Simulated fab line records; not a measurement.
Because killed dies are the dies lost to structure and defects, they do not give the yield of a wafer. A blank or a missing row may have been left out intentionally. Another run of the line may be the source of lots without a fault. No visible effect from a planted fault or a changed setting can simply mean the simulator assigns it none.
fab line records	flow n5-finfet	part 1 of 2: steps 1 to 4 of 6
[record] lots = 23	wafers = 69	last-day = 19
route steps=1938 shown MOL_CONTACT_COAG@562
lots that met no fault: from a run of the same line without faults
start-h: the number of hours between the record's first day and the start of the first shown wafer of the lot	wait-h: time in hours since the lot's previous step	" as in the row above	L1.1+2: a single row standing in for several wafers	- no value, or no start given	* or withheld: withheld	< > ~ a bound
route shown NAME@n: NAME is a module with steps in the file, n the number in the route of the first one	usual: mean/standard deviation taken from wafers without a fault	same: alike in all rows	chamber/n: place in a boat	sites: per-site readings	_std_site: the standard deviation of these	_edge_site: the outer-site mean with the inner-site mean subtracted	radius-mm: for every site, how far away it sits from the centre of the wafer	mask NAME#n: copy n	behind: the tool/chamber that last shaped the wafer	hold: reason for holding the lot/hours on hold/outcome of the hold	device: which transistor (n, p or np) failed to switch	end of line: the tests these same wafers got at the end of their route	step lacking rows: just its recipe	killed: at the first sort, the dies lost to defects and structure; wafer yield is something else	map: the dies of a wafer, with x for killed, . for not killed, _ for no die there
set.NAME: the setting that was run; set.NAME@STEP: the one run at that earlier step	model.NAME: the simulator's own value behind a step, which no gauge read
steps of the route over a sample of lots; a table a step, a row a wafer
services: a tool's chamber out of use, with start hour (start-h, from the record's first day; less than 0 if before it), hours out, and reason
[[steps]]
[step N5_MOL_CONTACT_COAG_ALD_123]
[recipe] material = SiNx	target-thk-a = 50	temp-c = 400	ald-precursor-family = SiH2I2	ald-co-reactant = N2/H2-plasma	pulse-time-s = 1	purge-time-s = 2	co-reactant-purge-time-s = 2	ald-cycles = 100	pressure-torr = 2
[usual] heater-power-w = 862/61	precursor-pulse-height-rel = 1.000/0.022
lot.wafer	tool	chamber	start-h	wait-h	heater-power-w	precursor-pulse-height-rel
L074.1	ald-sin-04	1	95.84	0.3	891	1.010
L074.4	"	1	"	"	866	0.979
L074.6	"	0	"	"	899	1.022
L075.2	ald-sin-02	1	106.50	0.0	887	1.056
L075.3	"	3	"	"	856	0.947
L075.5	"	2	"	"	853	0.975
L076.1	ald-sin-04	3	107.66	0.0	986	0.980
L076.2	"	2	"	"	939	1.003
L076.4	"	1	"	"	875	0.994
L077.3	ald-sin-04	2	120.06	0.0	943	1.000
L077.5	"	0	"	"	931	1.013
L077.6	"	3	"	"	980	0.935
L078.1	ald-sin-02	2	123.83	1.6	847	0.990
L078.5	"	3	"	"	862	1.008
L078.6	"	0	"	"	775	0.990
L079.4	ald-sin-02	2	126.22	0.0	827	1.007
L079.5	"	1	"	"	884	1.010
L079.6	"	2	"	"	840	1.005
L080.1	ald-sin-02	2	133.15	0.0	848	1.018
L080.3	"	1	"	"	910	0.997
L080.6	"	3	"	"	852	1.056
L081.2	ald-sin-02	0	137.77	0.0	797	1.004
L081.4	"	3	"	"	848	0.973
L081.5	"	0	"	"	787	0.992
L082.1	ald-sin-01	0	144.96	0.0	771	1.034
L082.2	"	1	"	"	877	0.986
L082.4	"	1	"	"	865	0.972
L083.1	ald-sin-02	2	152.03	0.1	870	0.990
L083.3	"	1	"	"	902	0.989
L083.5	"	0	"	"	766	1.003
L084.4	ald-sin-01	1	155.70	0.0	860	1.001
L084.5	"	0	"	"	754	0.959
L084.6	"	1	"	"	873	1.010
L085.2	ald-sin-02	2	162.10	0.0	851	0.977
L085.5	"	3	"	"	860	1.013
L085.6	"	2	"	"	846	1.013
L086.2	ald-sin-02	3	173.62	0.0	856	1.008
L086.5	"	3	"	"	852	0.978
L086.6	"	0	"	"	778	0.994
L087.4	ald-sin-01	3	173.89	0.0	762	0.993
L087.5	"	1	"	"	858	1.010
L087.6	"	0	"	"	793	0.997
L088.1	ald-sin-04	1	181.06	0.0	866	1.041
L088.2	"	0	"	"	935	0.985
L088.4	"	3	"	"	979	1.014
L089.1	ald-sin-02	3	194.15	0.0	849	0.983
L089.5	"	3	"	"	856	0.997
L089.6	"	0	"	"	792	1.027
L090.1	ald-sin-01	3	198.16	0.3	772	0.999
L090.4	"	1	"	"	901	0.994
L090.6	"	2	"	"	810	1.034
L091.2	ald-sin-01	3	200.62	0.0	772	0.978
L091.3	"	2	"	"	806	1.014
L091.6	"	0	"	"	782	0.985
L092.1	ald-sin-01	2	204.54	0.0	808	1.040
L092.2	"	3	"	"	768	1.007
L092.3	"	1	"	"	887	1.008
L093.2	ald-sin-02	0	213.23	0.0	801	1.008
L093.3	"	3	"	"	853	0.968
L093.4	"	2	"	"	830	0.996
L094.2	ald-sin-04	1	219.20	0.0	885	1.022
L094.3	"	0	"	"	916	1.019
L094.4	"	3	"	"	979	1.024
L095.1	ald-sin-04	0	222.48	0.0	927	0.991
L095.4	"	2	"	"	924	1.009
L095.5	"	0	"	"	938	0.982
L097.3	ald-sin-02	3	233.46	0.6	875	0.978
L097.4	"	1	"	"	905	1.005
L097.5	"	2	"	"	826	0.977
[step N5_MOL_CONTACT_COAG_ETCH_91]
[recipe] chemistry = N2/H2	target = SOC	target-depth-a = 600	overetch-a = 210	mask-material = SiARC	temp-c = 40	time-s = 101.2	ion-energy-ev = 200	pressure-mtorr = 30	source-w = 840	bias-w = 150	n2-flow-sccm = 200	h2-flow-sccm = 200
[usual] drypump-motor-current-A = 5.7/0.36	h2-flow-sccm = 199.9/0.69	oes-product-au = 0.66/0.073	rf-vpp-V = 523/3.5	showerhead-plenum-p-Torr = 2.53/0.12	throttle-valve-pct = 17.96/0.21
lot.wafer	tool	chamber	start-h	wait-h	drypump-motor-current-A	h2-flow-sccm	oes-product-au	rf-hours-counter-h	rf-vpp-V	showerhead-plenum-p-Torr	throttle-valve-pct
L074.1	rie-diel-05	3	97.44	0.0	4.9	199.7	0.77	16	529	2.72	17.82
L074.4	"	1	"	"	5.5	200.2	0.77	22	525	2.60	18.01
L074.6	"	0	"	"	5.4	199.7	0.60	-	523	2.52	18.08
L075.2	rie-diel-04	3	107.94	0.0	6.4	198.4	0.60	206	524	2.52	18.29
L075.3	"	2	"	"	6.0	200.4	0.79	16	523	2.49	17.75
L075.5	"	3	"	"	6.4	199.2	0.60	-	523	2.52	18.30
L076.1	rie-diel-03	1	109.24	0.0	5.8	199.7	0.57	226	526	2.61	17.91
L076.2	"	3	"	"	5.5	198.7	0.59	213	526	2.62	17.82
L076.4	"	2	"	"	5.6	201.5	0.62	149	523	2.53	17.62
L077.3	rie-diel-03	3	121.61	0.0	5.5	200.0	0.59	217	526	2.61	17.84
L077.5	"	2	"	"	5.6	199.3	0.63	-	524	2.53	17.64
L077.6	"	3	"	"	5.5	198.9	0.60	-	528	2.61	17.83
L078.1	rie-diel-05	0	125.15	0.0	5.4	199.7	0.59	222	524	2.51	18.10
L078.5	"	0	"	"	5.4	200.1	0.59	-	522	2.51	18.11
L078.6	"	3	"	"	4.9	200.3	0.76	-	527	2.71	17.83
L079.4	rie-diel-03	2	127.77	0.0	5.6	200.0	0.62	155	523	2.53	17.65
L079.5	"	2	"	"	5.6	200.1	0.62	-	524	2.53	17.63
L079.6	"	1	"	"	5.8	199.9	0.57	-	525	2.61	17.91
L080.1	rie-diel-05	1	134.73	0.0	5.5	200.5	0.74	35	525	2.60	18.05
L080.3	"	0	"	"	5.4	199.3	0.59	227	523	2.51	18.11
L080.6	"	2	"	"	5.8	198.3	0.63	-	518	2.35	18.20
L081.2	rie-diel-05	0	139.48	0.0	5.4	199.2	0.59	228	522	2.51	18.11
L081.4	"	2	"	"	5.8	200.1	0.63	144	516	2.35	18.20
L081.5	"	3	"	"	4.9	199.9	0.76	-	527	2.71	17.86
L082.1	rie-diel-03	2	146.41	0.0	5.6	199.1	0.61	164	524	2.52	17.65
L082.2	"	3	"	"	5.6	199.8	0.58	227	524	2.61	17.86
L082.4	"	0	"	"	5.7	200.9	0.64	150	517	2.36	18.04
L083.1	rie-diel-04	2	153.85	0.0	6.0	199.5	0.74	35	522	2.48	17.78
L083.3	"	2	"	"	6.0	198.9	0.75	-	522	2.48	17.79
L083.5	"	2	"	"	6.0	199.2	0.75	-	523	2.48	17.79
L084.4	rie-diel-03	1	157.01	0.0	5.8	199.7	0.56	246	526	2.60	17.93
L084.5	"	3	"	"	5.5	199.6	0.58	-	527	2.61	17.85
L084.6	"	0	"	"	5.7	200.4	0.63	-	518	2.35	18.08
L085.2	rie-diel-03	0	163.55	0.0	5.8	200.4	0.62	157	518	2.35	18.09
L085.5	"	1	"	"	5.8	199.8	0.56	-	526	2.60	17.94
L085.6	"	0	"	"	5.8	200.1	0.63	-	519	2.35	18.06
L086.2	rie-diel-03	0	175.07	0.0	5.7	198.7	0.63	162	519	2.35	18.09
L086.5	"	0	"	"	5.8	199.1	0.63	-	517	2.35	18.08
L086.6	"	3	"	"	5.5	199.8	0.58	-	526	2.60	17.88
L087.4	rie-diel-05	3	175.29	0.0	4.9	200.6	0.74	42	527	2.70	17.86
L087.5	"	1	"	"	5.5	200.7	0.73	-	525	2.59	18.06
L087.6	"	2	"	"	5.8	200.0	0.62	-	518	2.34	18.22
L088.1	rie-diel-05	3	182.53	0.0	4.9	200.5	0.74	44	529	2.70	17.88
L088.2	"	1	"	"	5.5	200.5	0.72	48	526	2.59	18.06
L088.4	"	2	"	"	5.8	199.9	0.62	157	517	2.34	18.22
L089.1	rie-diel-04	0	195.58	0.0	6.2	199.3	0.72	37	529	2.70	18.10
L089.5	"	0	"	"	6.1	200.0	0.73	-	527	2.70	18.12
L089.6	"	1	"	"	6.0	199.9	0.76	-	521	2.50	17.61
L090.1	rie-diel-03	2	199.75	0.0	5.6	198.8	0.61	181	523	2.52	17.68
L090.4	"	0	"	"	5.7	201.0	0.61	173	517	2.35	18.09
L090.6	"	1	"	"	5.8	199.6	0.81	-	526	2.60	17.52
L091.2	rie-diel-04	1	202.78	0.0	6.0	199.3	0.76	16	521	2.50	17.63
L091.3	"	0	"	"	6.1	200.0	0.73	41	528	2.70	18.12
L091.6	"	2	"	"	6.0	199.7	0.72	-	522	2.47	17.80
L092.1	rie-diel-03	1	206.01	0.0	5.8	198.6	0.79	4	526	2.60	17.49
L092.2	"	2	"	"	5.6	199.2	0.61	184	524	2.51	17.69
L092.3	"	0	"	"	5.7	200.6	0.62	176	519	2.35	18.11
L093.2	rie-diel-04	0	214.74	0.0	6.1	200.3	0.72	44	527	2.70	18.13
L093.3	"	1	"	"	6.0	201.1	0.76	19	522	2.50	17.64
L093.4	"	2	"	"	6.0	200.4	0.72	56	522	2.47	17.82
L094.2	rie-diel-04	0	220.64	0.0	6.2	199.8	0.72	46	529	2.70	18.10
L094.3	"	1	"	"	6.0	199.9	0.75	21	521	2.50	17.65
L094.4	"	3	"	"	6.4	200.3	0.57	245	523	2.51	18.37
L095.1	rie-diel-05	3	224.16	0.0	4.9	200.3	0.72	60	529	2.70	17.89
L095.4	"	3	"	"	4.9	200.9	0.71	-	528	2.70	17.91
L095.5	"	1	"	"	5.5	200.1	0.71	-	525	2.58	18.07
L097.3	rie-diel-05	3	234.87	0.0	4.9	199.7	0.71	66	528	2.69	17.91
L097.4	"	1	"	"	5.5	199.1	0.71	-	524	2.58	18.10
L097.5	"	2	"	"	5.9	200.3	0.61	-	519	2.33	18.27
[step N5_MOL_CONTACT_COAG_ETCHBACK_135]
[recipe] chemistry = CHF3	target = SiO2	target-depth-a = 250	time-s = 16.7	ion-energy-ev = 200	pressure-mtorr = 30	source-w = 610	bias-w = 170	Ar_flow_sccm = 200	CHF3_flow_sccm = 50
[usual] drypump-motor-current-A = 5.7/0.36	oes_ar_750_au = 0.79/0.089	oes-product-au = 0.79/0.094	rf-vpp-V = 527/7.1	showerhead-plenum-p-Torr = 2.37/0.11	throttle-valve-pct = 18.84/0.2
lot.wafer	tool	chamber	start-h	wait-h	drypump-motor-current-A	oes_ar_750_au	oes-product-au	rf-hours-counter-h	rf-vpp-V	showerhead-plenum-p-Torr	throttle-valve-pct
L074.1	rie-diel-05	3	97.53	0.0	4.9	0.93	0.94	16	521	2.53	18.59
L074.4	"	1	"	"	5.5	0.91	0.92	22	533	2.43	18.84
L074.6	"	0	"	"	5.4	0.73	0.72	-	522	2.34	18.91
L075.2	rie-diel-04	3	108.03	0.0	6.4	0.70	0.71	206	523	2.35	19.13
L075.3	"	2	"	"	6.0	0.93	0.94	16	529	2.34	18.67
L075.5	"	3	"	"	6.4	0.71	0.71	-	522	2.35	19.13
L076.1	rie-diel-03	1	109.33	0.0	5.8	0.68	0.67	226	515	2.44	18.72
L076.2	"	3	"	"	5.5	0.70	0.70	213	535	2.46	18.87
L076.4	"	2	"	"	5.6	0.75	0.75	149	520	2.41	18.79
L077.3	rie-diel-03	3	121.70	0.0	5.5	0.70	0.69	217	534	2.46	18.87
L077.5	"	2	"	"	5.6	0.75	0.74	-	520	2.41	18.81
L077.6	"	3	"	"	5.5	0.70	0.68	-	536	2.46	18.87
L078.1	rie-diel-05	0	125.24	0.0	5.4	0.71	0.70	222	521	2.34	18.93
L078.5	"	0	"	"	5.4	0.72	0.70	-	522	2.33	18.91
L078.6	"	3	"	"	4.9	0.91	0.91	-	520	2.53	18.59
L079.4	rie-diel-03	2	127.86	0.0	5.6	0.75	0.74	155	519	2.40	18.80
L079.5	"	2	"	"	5.6	0.75	0.74	-	522	2.41	18.81
L079.6	"	1	"	"	5.8	0.68	0.67	-	514	2.44	18.74
L080.1	rie-diel-05	1	134.82	0.0	5.5	0.89	0.90	35	533	2.42	18.86
L080.3	"	0	"	"	5.4	0.72	0.72	227	519	2.33	18.95
L080.6	"	2	"	"	5.9	0.77	0.78	-	532	2.20	19.05
L081.2	rie-diel-05	0	139.57	0.0	5.4	0.72	0.70	228	519	2.33	18.94
L081.4	"	2	"	"	5.8	0.76	0.77	144	532	2.20	19.06
L081.5	"	3	"	"	4.9	0.90	0.90	-	520	2.52	18.61
L082.1	rie-diel-03	2	146.50	0.0	5.6	0.74	0.73	164	521	2.40	18.83
L082.2	"	3	"	"	5.5	0.69	0.69	227	535	2.46	18.90
L082.4	"	0	"	"	5.7	0.75	0.75	150	537	2.19	18.88
L083.1	rie-diel-04	2	153.99	0.0	6.0	0.90	0.89	35	529	2.33	18.72
L083.3	"	2	"	"	6.0	0.89	0.90	-	529	2.33	18.70
L083.5	"	2	"	"	6.0	0.89	0.90	-	529	2.33	18.70
L084.4	rie-diel-03	1	157.10	0.0	5.8	0.67	0.66	246	515	2.44	18.76
L084.5	"	3	"	"	5.5	0.69	0.68	-	535	2.46	18.92
L084.6	"	0	"	"	5.7	0.74	0.75	-	537	2.19	18.88
L085.2	rie-diel-03	0	163.64	0.0	5.7	0.73	0.73	157	535	2.19	18.87
L085.5	"	1	"	"	5.8	0.67	0.66	-	513	2.43	18.75
L085.6	"	0	"	"	5.7	0.74	0.74	-	536	2.19	18.89
L086.2	rie-diel-03	0	175.21	0.0	5.7	0.74	0.74	162	537	2.19	18.89
L086.5	"	0	"	"	5.7	0.74	0.73	-	537	2.19	18.90
L086.6	"	3	"	"	5.5	0.69	0.68	-	536	2.45	18.92
L087.4	rie-diel-05	3	175.38	0.0	4.9	0.88	0.88	42	521	2.52	18.63
L087.5	"	1	"	"	5.5	0.86	0.88	-	531	2.42	18.89
L087.6	"	2	"	"	5.8	0.76	0.76	-	531	2.20	19.07
L088.1	rie-diel-05	3	182.62	0.0	4.9	0.88	0.88	44	520	2.52	18.62
L088.2	"	1	"	"	5.5	0.86	0.89	48	533	2.42	18.89
L088.4	"	2	"	"	5.8	0.75	0.75	157	533	2.20	19.04
L089.1	rie-diel-04	0	195.67	0.0	6.2	0.87	0.87	37	529	2.54	19.06
L089.5	"	0	"	"	6.2	0.87	0.87	-	529	2.54	19.05
L089.6	"	1	"	"	6.0	0.92	0.93	-	526	2.33	18.43
L090.1	rie-diel-03	2	199.84	0.0	5.6	0.73	0.71	181	520	2.40	18.85
L090.4	"	0	"	"	5.7	0.73	0.72	173	537	2.18	18.92
L090.6	"	1	"	"	5.8	0.97	0.98	-	516	2.43	18.34
L091.2	rie-diel-04	1	202.87	0.0	6.0	0.91	0.91	16	528	2.33	18.43
L091.3	"	0	"	"	6.2	0.86	0.88	41	529	2.54	19.05
L091.6	"	2	"	"	5.9	0.86	0.87	-	529	2.32	18.73
L092.1	rie-diel-03	1	206.10	0.0	5.8	0.95	0.96	4	513	2.43	18.35
L092.2	"	2	"	"	5.6	0.73	0.71	184	520	2.39	18.85
L092.3	"	0	"	"	5.7	0.71	0.73	176	536	2.18	18.92
L093.2	rie-diel-04	0	214.83	0.0	6.1	0.85	0.88	44	528	2.54	19.08
L093.3	"	1	"	"	6.0	0.90	0.91	19	527	2.33	18.43
L093.4	"	2	"	"	6.0	0.85	0.87	56	529	2.32	18.74
L094.2	rie-diel-04	0	220.73	0.0	6.1	0.85	0.86	46	528	2.54	19.07
L094.3	"	1	"	"	6.0	0.91	0.90	21	527	2.33	18.46
L094.4	"	3	"	"	6.4	0.68	0.69	245	521	2.34	19.18
L095.1	rie-diel-05	3	224.25	0.0	4.9	0.85	0.85	60	521	2.51	18.67
L095.4	"	3	"	"	4.9	0.86	0.86	-	520	2.51	18.68
L095.5	"	1	"	"	5.5	0.83	0.86	-	534	2.41	18.92
L097.3	rie-diel-05	3	234.96	0.0	4.9	0.84	0.85	66	520	2.51	18.68
L097.4	"	1	"	"	5.5	0.84	0.85	-	533	2.41	18.92
L097.5	"	2	"	"	5.8	0.73	0.74	-	531	2.19	19.12
[step N5_MOL_CONTACT_COAG_INSPECT_42]
[recipe] mode = adi	inspect-instrument = brightfield
[usual] raw-defect-count = 211/55
lot.wafer	tool	chamber	start-h	wait-h	raw-defect-count
L074.1	defect-inspect-02	-	98.31	0.1	228
L074.4	"	-	"	"	171
L074.6	"	-	"	"	249
L075.2	defect-inspect-01	-	108.93	0.0	107
L075.3	"	-	"	"	194
L075.5	"	-	"	"	183
L076.1	defect-inspect-01	-	110.10	0.1	128
L076.2	"	-	"	"	191
L076.4	"	-	"	"	206
L077.3	defect-inspect-02	-	122.47	0.0	149
L077.5	"	-	"	"	184
L077.6	"	-	"	"	254
L078.1	defect-inspect-02	-	126.13	0.1	262
L078.5	"	-	"	"	256
L078.6	"	-	"	"	288
L079.4	defect-inspect-02	-	128.76	0.0	155
L079.5	"	-	"	"	210
L079.6	"	-	"	"	232
L080.1	defect-inspect-01	-	135.74	0.1	177
L080.3	"	-	"	"	225
L080.6	"	-	"	"	263
L081.2	defect-inspect-01	-	140.34	0.0	238
L081.4	"	-	"	"	172
L081.5	"	-	"	"	126
L082.1	defect-inspect-02	-	147.29	0.1	164
L082.2	"	-	"	"	159
L082.4	"	-	"	"	202
L083.1	defect-inspect-02	-	154.88	0.1	266
L083.3	"	-	"	"	247
L083.5	"	-	"	"	209
L084.4	defect-inspect-01	-	158.00	0.0	174
L084.5	"	-	"	"	295
L084.6	"	-	"	"	216
L085.2	defect-inspect-02	-	164.54	0.0	184
L085.5	"	-	"	"	169
L085.6	"	-	"	"	212
L086.2	defect-inspect-01	-	176.21	0.0	140
L086.5	"	-	"	"	202
L086.6	"	-	"	"	213
L087.4	defect-inspect-01	-	176.39	0.0	278
L087.5	"	-	"	"	253
L087.6	"	-	"	"	120
L088.1	defect-inspect-02	-	183.40	0.1	127
L088.2	"	-	"	"	185
L088.4	"	-	"	"	182
L089.1	defect-inspect-01	-	196.48	0.1	172
L089.5	"	-	"	"	111
L089.6	"	-	"	"	174
L090.1	defect-inspect-01	-	200.74	0.1	229
L090.4	"	-	"	"	349
L090.6	"	-	"	"	307
L091.2	defect-inspect-02	-	203.65	0.0	165
L091.3	"	-	"	"	144
L091.6	"	-	"	"	171
L092.1	defect-inspect-02	-	206.88	0.1	296
L092.2	"	-	"	"	284
L092.3	"	-	"	"	213
L093.2	defect-inspect-02	-	215.60	0.0	179
L093.3	"	-	"	"	166
L093.4	"	-	"	"	183
L094.2	defect-inspect-01	-	221.51	0.0	170
L094.3	"	-	"	"	214
L094.4	"	-	"	"	162
L095.1	defect-inspect-02	-	225.05	0.1	202
L095.4	"	-	"	"	173
L095.5	"	-	"	"	207
L097.3	defect-inspect-01	-	235.86	0.0	227
L097.4	"	-	"	"	346
L097.5	"	-	"	"	317
